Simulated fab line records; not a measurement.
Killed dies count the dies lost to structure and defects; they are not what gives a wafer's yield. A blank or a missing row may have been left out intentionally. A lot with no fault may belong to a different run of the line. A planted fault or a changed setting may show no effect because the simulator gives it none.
Chamber matching + flow nand_harc + NHARC_A_STAIRCASE_DEP_417 on pecvd-01 has 3 sister chambers
The step deposits Si3N4, target thk 60 nm. 20 wafers are shown with their chamber, then 10 later ones without.

== WAFERS PAIRED WITH THEIR CHAMBERS ==
| wafer  | chamber | heater_power_w (W) |
|--------|---------|--------------------|
| L074.1 | 2       | 622                |
| L074.2 | 1       | 665                |
| L074.6 | 1       | 677                |
| L083.2 | 2       | 566                |
| L083.5 | 2       | 557                |
| L083.6 | 1       | 745                |
| L084.1 | 1       | 742                |
| L084.4 | 1       | 734                |
| L084.5 | 0       | 658                |
| L086.1 | 1       | 795                |
| L086.2 | 0       | 706                |
| L086.4 | 2       | 606                |
| L087.1 | 0       | 699                |
| L087.3 | 2       | 651                |
| L087.5 | 2       | 641                |
| L089.4 | 0       | 682                |
| L089.5 | 1       | 749                |
| L089.6 | 2       | 568                |
| L090.2 | 0       | 665                |
| L090.4 | 1       | 630                |

SIGNATURES (averages over the wafers above)
| reading        | chamber 0 | chamber 1 | chamber 2 | scatter within a chamber |
|----------------|-----------|-----------|-----------|--------------------------|
| heater_power_w | 682.00    | 717.12    | 601.57    | 42.9                     |
Rule: distance of a wafer from a chamber = root of the sum over the readings of ((wafer's reading minus chamber's mean) / reading's scatter) squared. If the next closest chamber is less than 2 further off than the closest, the wafer can't be placed; otherwise it belongs to the closest. The scatter: the root of (the sum of the squares of (reading less its chamber's mean) over the shown wafers, divided by (wafers less chambers)).

== WAFERS MISSING THEIR CHAMBER ==
| wafer  | heater_power_w (W) |
|--------|--------------------|
| L090.6 | 630                |
| L091.1 | 779                |
| L091.3 | 660                |
| L091.6 | 758                |
| L092.1 | 693                |
| L092.3 | 648                |
| L092.5 | 687                |
| L095.3 | 636                |
| L095.5 | 690                |
| L095.6 | 663                |

== WHICH CHAMBER EACH WENT THROUGH ==
| wafer  | from the rows above          | in truth |
|--------|------------------------------|----------|
| L090.6 | can't be placed: 2 or 0 or 1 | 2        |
| L091.1 | can't be placed: 1 or 0      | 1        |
| L091.3 | can't be placed: 0 or 1 or 2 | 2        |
| L091.6 | can't be placed: 1 or 0      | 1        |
| L092.1 | can't be placed: 0 or 1 or 2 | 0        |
| L092.3 | can't be placed: 0 or 2 or 1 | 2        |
| L092.5 | can't be placed: 0 or 1 or 2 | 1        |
| L095.3 | can't be placed: 2 or 0 or 1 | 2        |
| L095.5 | can't be placed: 0 or 1 or 2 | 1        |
| L095.6 | can't be placed: 0 or 1 or 2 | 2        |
Placed correctly: 0 of 10. Can't be placed from these rows: 10 (the true chamber is among the candidates in 10). 0 placed wrongly.
